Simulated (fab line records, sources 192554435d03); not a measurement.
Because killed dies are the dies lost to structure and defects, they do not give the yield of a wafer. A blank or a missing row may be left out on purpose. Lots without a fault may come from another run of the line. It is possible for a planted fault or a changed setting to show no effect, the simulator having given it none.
fab line records | flow n5-finfet
record lots=8 wafers=24 last-day=19
route steps=1938 shown MOL_CONTACT_COAG@577 BEOL_M4@1111 PASSIVATION@1936
lots untouched by any fault: they come from a run of this same line in which no faults occurred
start-h: hours from the record's first day to the start of the lot's first wafer shown | wait-h: time in hours since the lot's previous step | " the same as in the row above | L1.1+2: one row covering several wafers at once | - no value, or no start was given | * or withheld: withheld | < > ~ a bound
route shown NAME@n: a module of which the file shows steps, and the number in the route of the first | usual: mean/standard deviation taken from wafers without a fault | same: alike in all rows | chamber/n: place in a boat | sites: per-site readings | _std_site: standard deviation of those values | _edge_site: outer sites' mean less inner sites' | radius-mm: for every site, how far away it sits from the centre of the wafer | mask NAME#n: copy n | behind: the most recent tool/chamber to have shaped the wafer | hold: what put the lot on hold/how long, in hours/how the hold closed | device: transistor that didn't switch, given as n, p or np | end of line: tests run on the same wafers once the route is complete | step lacking rows: just its recipe | killed: at the first sort, the dies lost to defects and structure; wafer yield is something else | map: the dies of a wafer, with x for killed, . for not killed, _ for no die there
set.NAME: the setting that was run; set.NAME@STEP: the one run at that earlier step | model.NAME: the simulator's own value behind a step, which no gauge read
one table for each step of the route and one row for each wafer, over a sample of lots
services: a tool's chamber out of use, with start hour (start-h, from the record's first day; less than 0 if before it), hours out, and reason
## steps
# step N5_MOL_CONTACT_COAG_ETCH_89
# recipe chemistry=N2/H2 target=underlayer target-depth-a=130 mask-material=CAR-EUV time-s=10.4 ion-energy-ev=200 pressure-mtorr=30 source-w=840 bias-w=150 n2-flow-sccm=200 h2-flow-sccm=200 ends=cleared
# usual drypump-motor-current-A=5.62/0.29 etch-rf-on-time-s=10.52/0.24 oes-product-au=0.67/0.065 rf-vpp-V=525.0/2.1 showerhead-plenum-p-Torr=2.58/0.073 throttle-valve-pct=17.89/0.3
# columns lot.wafer tool chamber start-h wait-h drypump-motor-current-A etch-rf-on-time-s oes-product-au rf-hours-counter-h rf-vpp-V showerhead-plenum-p-Torr throttle-valve-pct
L236.1 rie-diel-01 0 130.72 0.0 5.73 10.16 0.76 40 529.0 2.72 17.55
L236.4 " 2 " " 5.69 10.73 0.59 214 526.9 2.63 18.33
L236.6 " 2 " " 5.69 10.78 0.59 - 525.2 2.63 18.36
L242.2 rie-diel-01 3 166.78 0.0 5.51 10.75 0.75 36 524.1 2.49 17.60
L242.4 " 0 " " 5.75 10.16 0.74 54 529.0 2.71 17.60
L242.6 " 3 " " 5.50 10.62 0.75 - 521.2 2.49 17.59
L243.1 rie-diel-06 3 169.25 0.0 5.14 10.50 0.61 177 527.3 2.65 18.44
L243.2 " 1 " " 5.62 10.55 0.61 224 527.2 2.60 18.22
L243.3 " 2 " " 5.51 10.35 0.70 75 524.8 2.57 17.82
L245.1 rie-diel-01 0 179.44 0.0 5.71 10.30 0.73 58 527.9 2.71 17.57
L245.4 " 3 " " 5.50 10.70 0.75 39 521.9 2.49 17.59
L245.5 " 2 " " 5.68 10.75 0.58 - 525.6 2.63 18.36
L249.2 rie-diel-03 1 205.60 0.0 5.78 10.47 0.65 127 525.9 2.54 17.65
L249.4 " 3 " " 5.15 10.43 0.62 172 523.1 2.55 18.00
L249.5 " 0 " " 5.29 10.47 0.82 - 524.9 2.58 17.59
L233.2 rie-diel-06 2 218.98 0.0 5.51 10.07 0.70 92 523.4 2.57 17.87
L233.3 " 0 " " 5.91 10.26 0.70 88 520.2 2.46 17.54
L233.5 " 2 " " 5.50 10.15 0.69 - 525.8 2.57 17.86
L254.1 rie-diel-01 3 236.71 0.0 5.51 10.64 0.72 62 521.3 2.48 17.64
L254.3 " 1 " " 5.47 10.27 0.64 197 527.2 2.64 18.08
L254.6 " 1 " " 5.46 10.39 0.64 - 526.8 2.64 18.11
L253.1 rie-diel-01 3 239.72 0.0 5.50 10.68 0.71 64 522.4 2.48 17.64
L253.3 " 0 " " 5.74 10.19 0.71 81 527.4 2.70 17.62
L253.4 " 1 " " 5.49 10.28 0.64 - 525.4 2.64 18.11
# step N5_MOL_CONTACT_COAG_ETCH_90
# recipe chemistry=CF4 target=SiARC target-depth-a=130 mask-material=CAR-EUV time-s=21.7 ion-energy-ev=80 pressure-mtorr=40 source-w=545 bias-w=36 Ar_flow_sccm=100 cf4-flow-sccm=100 ends=cleared
# usual drypump-motor-current-A=5.61/0.29 etch-rf-on-time-s=21.9/0.59 oes-product-au=0.67/0.065 rf-vpp-V=184.4/1.1 showerhead-plenum-p-Torr=2.17/0.053 throttle-valve-pct=15.65/0.29
# columns lot.wafer tool chamber start-h wait-h drypump-motor-current-A etch-rf-on-time-s oes-product-au rf-hours-counter-h rf-vpp-V showerhead-plenum-p-Torr throttle-valve-pct
L236.1 rie-diel-01 0 130.74 0.0 5.75 21.1 0.76 40 185.2 2.26 15.17
L236.4 " 2 " " 5.67 22.6 0.58 214 185.1 2.21 15.96
L236.6 " 2 " " 5.68 22.5 0.59 - 185.0 2.21 15.98
L242.2 rie-diel-01 3 166.80 0.0 5.50 22.4 0.74 36 183.3 2.10 15.26
L242.4 " 0 " " 5.72 21.3 0.74 54 186.8 2.25 15.16
L242.6 " 3 " " 5.53 22.3 0.75 - 183.9 2.10 15.24
L243.1 rie-diel-06 3 169.27 0.0 5.11 21.7 0.61 177 184.3 2.23 16.08
L243.2 " 1 " " 5.64 21.5 0.62 224 184.9 2.19 15.99
L243.3 " 2 " " 5.52 21.3 0.71 75 184.6 2.16 15.58
L245.1 rie-diel-01 0 179.46 0.0 5.69 21.0 0.74 58 185.6 2.25 15.18
L245.4 " 3 " " 5.51 22.2 0.76 39 184.5 2.10 15.24
L245.5 " 2 " " 5.65 22.6 0.57 - 185.7 2.20 16.00
L249.2 rie-diel-03 1 205.62 0.0 5.77 22.2 0.65 127 184.0 2.16 15.57
L249.4 " 3 " " 5.15 22.0 0.62 172 183.0 2.14 15.72
L249.5 " 0 " " 5.28 22.1 0.81 - 185.2 2.19 15.57
L233.2 rie-diel-06 2 219.00 0.0 5.48 21.4 0.70 92 185.6 2.16 15.60
L233.3 " 0 " " 5.89 21.0 0.71 88 184.0 2.08 15.44
L233.5 " 2 " " 5.49 21.2 0.70 - 184.5 2.16 15.61
L254.1 rie-diel-01 3 236.73 0.0 5.50 22.2 0.72 62 182.5 2.09 15.29
L254.3 " 1 " " 5.47 21.5 0.63 197 185.6 2.22 15.89
L254.6 " 1 " " 5.49 21.3 0.64 - 183.8 2.22 15.87
L253.1 rie-diel-01 3 239.74 0.0 5.51 22.5 0.71 64 183.0 2.09 15.31
L253.3 " 0 " " 5.72 21.4 0.71 81 184.8 2.24 15.23
L253.4 " 1 " " 5.49 21.8 0.63 - 185.3 2.22 15.86
# step N5_MOL_CONTACT_COAG_STRIP_119
# recipe chemistry=N2/H2 time-s=30 power-w=1000 temp-c=250 pressure-mtorr=withheld n2-flow-sccm=1750 h2-flow-sccm=3250
# usual drypump-motor-current-A=5.74/0.14 heater-power-w=358/18
# columns lot.wafer tool chamber start-h wait-h drypump-motor-current-A heater-power-w rf-hours-counter-h
L236.1 plasma-asher-02 0 131.56 0.1 5.80 349 98
L236.4 " 1 " " 5.59 360 -
L236.6 " 1 " " 5.59 354 -
L242.2 plasma-asher-01 1 167.89 0.1 5.66 326 54
L242.4 " 0 " " 5.89 387 -
L242.6 " 1 " " 5.65 331 -
L243.1 plasma-asher-02 1 169.88 0.1 5.58 362 103
L243.2 " 0 " " 5.89 355 103
L243.3 " 1 " " 5.57 356 -
L245.1 plasma-asher-01 1 180.06 0.1 5.65 334 57
L245.4 " 1 " " 5.67 333 -
L245.5 " 1 " " 5.65 324 -
L249.2 plasma-asher-02 0 206.38 0.1 5.81 363 111
L249.4 " 1 " " 5.56 354 -
L249.5 " 0 " " 5.90 355 -
L233.2 plasma-asher-02 1 219.77 0.1 5.56 353 113
L233.3 " 0 " " 5.84 354 -
L233.5 " 0 " " 5.80 364 -
L254.1 plasma-asher-02 0 237.33 0.1 5.82 364 117
L254.3 " 1 " " 5.60 346 -
L254.6 " 0 " " 5.85 364 -
L253.1 plasma-asher-01 1 240.36 0.1 5.66 333 69
L253.3 " 0 " " 5.92 379 -
L253.4 " 1 " " 5.63 331 -
# step N5_MOL_CONTACT_COAG_INSPECT_42
# recipe mode=adi inspect-instrument=brightfield
# usual raw-defect-count=211/58
# columns lot.wafer tool chamber start-h wait-h raw-defect-count
L236.1 defect-inspect-01 - 132.25 0.1 291
L236.4 " - " " 238
L236.6 " - " " 296
L242.2 defect-inspect-02 - 168.52 0.0 1246
L242.4 " - " " 170
L242.6 " - " " 1249
L243.1 defect-inspect-01 - 170.43 0.1 298
L243.2 " - " " 272
L243.3 " - " " 229
L245.1 defect-inspect-02 - 180.62 0.1 193
L245.4 " - " " 1304
L245.5 " - " " 229
L249.2 defect-inspect-01 - 206.98 0.0 117
L249.4 " - " " 143
L249.5 " - " " 139
L233.2 defect-inspect-01 - 220.36 0.0 162
L233.3 " - " " 178
L233.5 " - " " 152
L254.1 defect-inspect-02 - 238.01 0.1 219
L254.3 " - " " 216
L254.6 " - " " 284
L253.1 defect-inspect-02 - 241.03 0.1 199
L253.3 " - " " 173
L253.4 " - " " 203
# step N5_MOL_CONTACT_COAG_ETCH_65
# recipe chemistry=N2/H2 target=underlayer target-depth-a=130 mask-material=CAR-EUV time-s=10.4 ion-energy-ev=200 pressure-mtorr=30 source-w=840 bias-w=150 n2-flow-sccm=200 h2-flow-sccm=200 ends=cleared
# usual drypump-motor-current-A=5.6/0.35 etch-rf-on-time-s=10.50/0.25 oes-product-au=0.66/0.061 rf-vpp-V=524.8/2 showerhead-plenum-p-Torr=2.57/0.07 throttle-valve-pct=17.87/0.29
# columns lot.wafer tool chamber start-h wait-h drypump-motor-current-A etch-rf-on-time-s oes-product-au rf-hours-counter-h rf-vpp-V showerhead-plenum-p-Torr throttle-valve-pct
L236.1 rie-diel-06 1 132.32 0.0 5.6 10.40 0.62 212 527.9 2.61 18.18
L236.4 " 3 " " 5.1 10.24 0.62 163 525.8 2.65 18.40
L236.6 " 0 " " 5.9 10.14 0.73 - 521.6 2.47 17.49
L242.2 rie-diel-01 0 168.59 0.0 5.8 10.17 0.74 54 528.5 2.71 17.59
L242.4 " 2 " " 5.7 10.78 0.58 227 525.9 2.63 18.38
L242.6 " 3 " " 5.5 10.63 0.75 - 522.1 2.49 17.61
L243.1 rie-diel-01 3 170.50 0.0 5.5 10.66 0.75 36 523.4 2.49 17.59
L243.2 " 2 " " 5.7 10.80 0.58 228 526.0 2.63 18.38
L243.3 " 1 " " 5.5 10.26 0.65 172 527.0 2.65 18.05
L245.1 rie-diel-06 0 180.69 0.0 5.9 10.32 0.71 75 522.6 2.46 17.53
L245.4 " 1 " " 5.6 10.56 0.60 228 525.7 2.60 18.21
L245.5 " 0 " " 5.9 10.41 0.70 - 522.8 2.46 17.51
L249.2 rie-diel-06 0 207.04 0.0 5.9 10.16 0.71 84 522.3 2.46 17.54
L249.4 " 1 " " 5.6 10.44 0.60 237 524.7 2.60 18.23
L249.5 " 2 " " 5.5 10.15 0.70 - 523.7 2.57 17.83
L233.2 rie-diel-03 1 220.59 0.0 5.8 10.51 0.64 133 524.2 2.54 17.65
L233.3 " 2 " " 6.3 10.95 0.59 220 523.6 2.50 17.79
L233.5 " 3 " " 5.1 10.62 0.61 - 524.5 2.54 18.01
L254.1 rie-diel-01 1 238.17 0.0 5.5 10.18 0.64 198 526.3 2.64 18.11
L254.3 " 0 " " 5.7 10.10 0.71 80 527.1 2.70 17.63
L254.6 " 3 " " 5.5 10.61 0.72 - 521.0 2.48 17.63
L253.1 rie-diel-03 0 242.47 0.0 5.3 10.57 0.76 15 526.7 2.57 17.62
L253.3 " 2 " " 6.3 11.08 0.58 228 524.2 2.49 17.83
L253.4 " 1 " " 5.8 10.58 0.63 141 524.7 2.53 17.68
# step N5_BEOL_M4_RC_MEAS_101
# usual DIBL_N=36.1/1.6 DIBL_P=35.7/1.8 IOFF_N=0.159/0.027 IOFF_P=0.21/0.03 ION_N=673/10 ION_P=462/7.4 SS_N=71.4/0.56 SS_P=73.2/0.61 VT_N=249.7/3 VT_P=-250/3.1
# columns lot.wafer tool chamber start-h wait-h DIBL_N[mV/V] DIBL_P[mV/V] IOFF_N[nA/um] IOFF_P[nA/um] ION_N[uA/um] ION_P[uA/um] SS_N[mV/dec] SS_P[mV/dec] VT_N[mV] VT_P[mV]
L236.1 prober-02 0 191.87 0.0 36.4 34.9 0.162 0.20 671 463 71.4 72.7 250.1 -250
L236.4 " 0 " " 37.0 35.9 0.170 0.22 678 467 71.6 73.7 246.8 -248
L236.6 " 0 " " 36.4 35.9 0.167 0.23 676 469 71.2 73.8 247.0 -247
L242.2 prober-02 0 233.49 0.2 35.6 36.0 0.159 0.20 684 463 71.0 73.1 247.0 -251
L242.4 " 0 " " 35.1 35.4 0.149 0.19 673 459 71.8 72.8 249.9 -251
L242.6 " 0 " " 37.0 37.4 0.190 0.23 678 464 71.6 73.9 246.2 -249
L243.1 prober-01 0 237.41 0.0 38.7 37.3 0.185 0.24 683 466 71.8 73.4 248.5 -250
L243.2 " 0 " " 37.7 36.7 0.170 0.22 676 463 71.8 74.3 249.2 -248
L243.3 " 0 " " 36.6 34.5 0.151 0.19 654 450 71.3 73.6 253.6 -251
L245.1 prober-02 0 252.43 0.0 35.3 35.3 0.144 0.19 664 458 70.8 73.9 253.9 -252
L245.4 " 0 " " 33.6 33.2 0.117 0.18 641 453 71.1 72.3 256.6 -251
L245.5 " 0 " " 34.6 35.1 0.140 0.19 662 454 71.1 74.0 250.2 -251
L249.2 prober-01 0 281.48 0.2 35.4 35.2 0.131 0.18 675 462 70.7 72.7 249.4 -251
L249.4 " 0 " " 38.7 38.5 0.195 0.23 679 463 71.5 74.0 246.7 -249
L249.5 " 0 " " 39.3 38.7 0.200 0.23 686 466 71.9 74.1 248.2 -246
L233.2 prober-02 0 307.72 0.2 35.2 36.1 0.172 0.23 691 479 71.9 73.7 247.3 -247
L233.3 " 0 " " 34.6 35.4 0.143 0.23 664 471 71.3 73.3 251.2 -246
L233.5 " 0 " " 35.8 36.3 0.170 0.24 680 468 71.6 74.1 250.4 -246
L254.1 prober-02 0 328.91 0.0 34.9 33.0 0.124 0.19 667 465 70.6 72.9 250.1 -249
L254.3 " 0 " " 40.0 39.2 0.210 0.30 684 473 71.4 75.1 246.3 -246
L254.6 " 0 " " 37.2 35.1 0.147 0.23 675 478 70.6 73.6 249.8 -248
L253.1 prober-01 0 341.71 0.0 35.2 34.8 0.156 0.22 662 460 71.1 73.1 247.2 -244
L253.3 " 0 " " 34.7 33.7 0.139 0.20 670 468 70.9 72.1 251.6 -245
L253.4 " 0 " " 36.7 36.9 0.201 0.26 694 482 71.0 73.1 243.3 -242
# step N5_PASSIVATION_PROBE_49
# usual defect-limited-yield=91.0/1.3 killed_at_M0_to_M3=33/10 killed_at_M4_up=14/5.6 killed-at-contacts=12/5.8 killed-at-front-end=43/11 killed-at-other=4.1/2.8 killed-dies=106/15 killed-on-rim=14/3.9 killed-open=70/12 killed-short=34/7.5 sort_bin_5_function=5.3/0.88 sort_bin_6_memory=3.3/0.64 sort_bin_8_speed=0.00/0.016 sort-n-pass=1074/15 sort-yield-pct=91.0/1.3
# same gross-dies=1180 killed-at-back-side=0 sort_bin_4_leakage[%]=0
# columns lot.wafer tool chamber start-h wait-h defect-limited-yield[%] killed_at_M0_to_M3 killed_at_M4_up killed-at-contacts killed-at-front-end killed-at-other killed-dies killed-on-rim killed-open killed-short sort_bin_5_function[%] sort_bin_6_memory[%] sort_bin_8_speed[%] sort-n-pass sort-yield-pct[%]
L243.1 prober-01 - 340.72 0.0 89.9 48 18 11 37 5 119 16 87 32 6.2 3.6 0 1061 89.9
L243.2 prober-01 - 340.77 0.1 91.4 27 19 1 49 6 102 14 65 37 4.5 3.7 0 1078 91.4
L243.3 prober-01 - 340.82 0.1 91.6 34 15 7 36 7 99 13 60 38 4.3 3.6 0 1081 91.6
L242.2 prober-01 - 347.35 0.1 81.5 41 14 119 41 3 218 31 63 47 11.0 4.1 0 962 81.5
L242.4 prober-01 - 347.45 0.2 92.7 31 12 7 34 2 86 13 57 28 4.9 2.2 0 1094 92.7
L242.6 prober-01 - 347.55 0.3 82.9 32 9 127 28 6 202 34 51 35 9.7 3.9 0 978 82.9
L245.1 prober-01 - 364.86 0.0 92.8 28 11 17 25 4 85 8 55 29 4.3 2.6 0 1095 92.8
L245.4 prober-01 - 365.01 0.2 84.0 26 11 116 31 5 189 26 52 25 8.1 3.6 0.08 990 83.9
L245.5 prober-01 - 365.06 0.2 93.1 25 8 9 26 13 81 17 53 27 4.1 2.4 0 1099 93.1
# killed by level:class
L243.1 BEOL_M0_SAQP:geometric-particle:open=14 FIN_SAQP:geometric-particle:open=11 MOL_CONTACT_COAG:geometric-particle:open=10 BEOL_M3:geometric-particle:open=9 BEOL_M1:geometric-particle:open=7 STI_FIN_REVEAL:geometric-particle:open=6 BEOL_M0_SAQP:geometric-particle:short=6 BEOL_M4:geometric-particle:open=6
L243.2 BEOL_M0_SAQP:geometric-particle:short=13 STI_FIN_REVEAL:geometric-particle:open=12 FIN_SAQP:geometric-particle:short=11 FIN_SAQP:geometric-particle:open=8 BEOL_M4:geometric-particle:open=8 DUMMY_GATE:geometric-particle:open=7 BEOL_M0_SAQP:geometric-particle:open=5 BEOL_M2:geometric-particle:open=4
L243.3 BEOL_M0_SAQP:geometric-particle:open=14 BEOL_M0_SAQP:geometric-particle:short=13 FIN_SAQP:geometric-particle:short=8 BEOL_M4:geometric-particle:open=7 STI_FIN_REVEAL:geometric-particle:open=6 MOL_CONTACT_COAG:geometric-particle:open=6 FIN_SAQP:geometric-particle:open=4 DUMMY_GATE:geometric-particle:open=4
L242.2 MOL_CONTACT_COAG:unspecified=107 BEOL_M0_SAQP:geometric-particle:open=13 BEOL_M0_SAQP:geometric-particle:short=12 STI_FIN_REVEAL:geometric-particle:open=11 MOL_CONTACT_COAG:geometric-particle:open=9 FIN_SAQP:geometric-particle:short=8 BEOL_M1:geometric-particle:open=4 GATE_CUT:geometric-particle:short=4
L242.4 BEOL_M0_SAQP:geometric-particle:short=10 STI_FIN_REVEAL:geometric-particle:open=9 FIN_SAQP:geometric-particle:open=6 MOL_CONTACT_COAG:geometric-particle:open=6 BEOL_M3:geometric-particle:open=6 BEOL_M0_SAQP:geometric-particle:open=5 FIN_SAQP:geometric-particle:short=4 BEOL_M2:geometric-particle:open=4
L242.6 MOL_CONTACT_COAG:unspecified=114 BEOL_M0_SAQP:geometric-particle:short=11 MOL_CONTACT_COAG:geometric-particle:open=9 BEOL_M0_SAQP:geometric-particle:open=6 STARTING-WAFER:geometric-particle:short=6 STI_FIN_REVEAL:geometric-particle:open=5 BEOL_M4:geometric-particle:open=5 FIN_SAQP:geometric-particle:open=4
L245.1 MOL_CONTACT_COAG:geometric-particle:open=14 BEOL_M0_SAQP:geometric-particle:short=9 FIN_SAQP:geometric-particle:open=7 FIN_SAQP:geometric-particle:short=6 BEOL_M1:geometric-particle:open=6 BEOL_M4:geometric-particle:open=6 BEOL_M0_SAQP:geometric-particle:open=5 MOL_CONTACT_COAG:geometric-particle:short=3
L245.4 MOL_CONTACT_COAG:unspecified=110 BEOL_M0_SAQP:geometric-particle:open=10 FIN_SAQP:geometric-particle:open=6 BEOL_M0_SAQP:geometric-particle:short=6 BEOL_M2:geometric-particle:open=5 FIN_SAQP:geometric-particle:short=4 ILD0:geometric-particle:open=4 MOL_CONTACT_COAG:geometric-particle:open=4
L245.5 MOL_CONTACT_COAG:geometric-particle:open=9 BEOL_M0_SAQP:geometric-particle:short=8 FIN_SAQP:geometric-particle:short=7 FIN_SAQP:geometric-particle:open=6 STI_FIN_REVEAL:geometric-particle:open=6 BEOL_M1:geometric-particle:open=5 BEOL_M2:geometric-particle:open=5 PASS1_DEP:geometric-particle:open=5
## services
# columns tool chamber start-h hours kind
rie-diel-01 0 113.19 5.2 repair
rie-diel-06 2 113.32 8.0 repair
plasma-asher-02 - 120.05 2.5 pm
rie-diel-06 2 144.85 12.2 repair
plasma-asher-02 - 146.20 4.0 pm
rie-diel-03 0 170.10 5.9 repair
rie-diel-03 0 190.51 - clean
rie-diel-03 0 190.51 - consumable-replace:focus-ring
rie-diel-03 0 190.51 12.7 scheduled-down
rie-diel-03 0 190.51 12.7 vent-cycle
rie-diel-01 0 198.22 3.0 repair
rie-diel-06 - 232.17 14.6 pm
rie-diel-01 2 232.53 - clean
rie-diel-01 2 232.53 - consumable-replace:focus-ring
rie-diel-01 2 232.53 27.3 scheduled-down
rie-diel-01 2 232.53 27.3 vent-cycle
## key
first-sign step=N5_MOL_CONTACT_COAG_INSPECT_42 reading=raw-defect-count direction=up sigmas=18 usual=211 struck=1266
effect step=N5_PASSIVATION_PROBE_49 reading=killed-at-contacts direction=up sigmas=19 usual=12 struck=121
more-kills-born-at N5_MOL_CONTACT_COAG_ETCH_90@rie-diel-01=331
met-at N5_MOL_CONTACT_COAG_ETCH_90
struck-lots L242,L245
struck-wafers L242.2,L242.6,L245.4
not-acting-at N5_MOL_CONTACT_COAG_ETCH_89,N5_MOL_CONTACT_COAG_STRIP_119,N5_MOL_CONTACT_COAG_ETCH_65
fault kind=chamber-particle-source tool=rie-diel-01 chamber=3 onset-h=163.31 steps=N5_MOL_CONTACT_COAG_ETCH_90 rate-per-visit-cm2=1.673 end-h=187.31
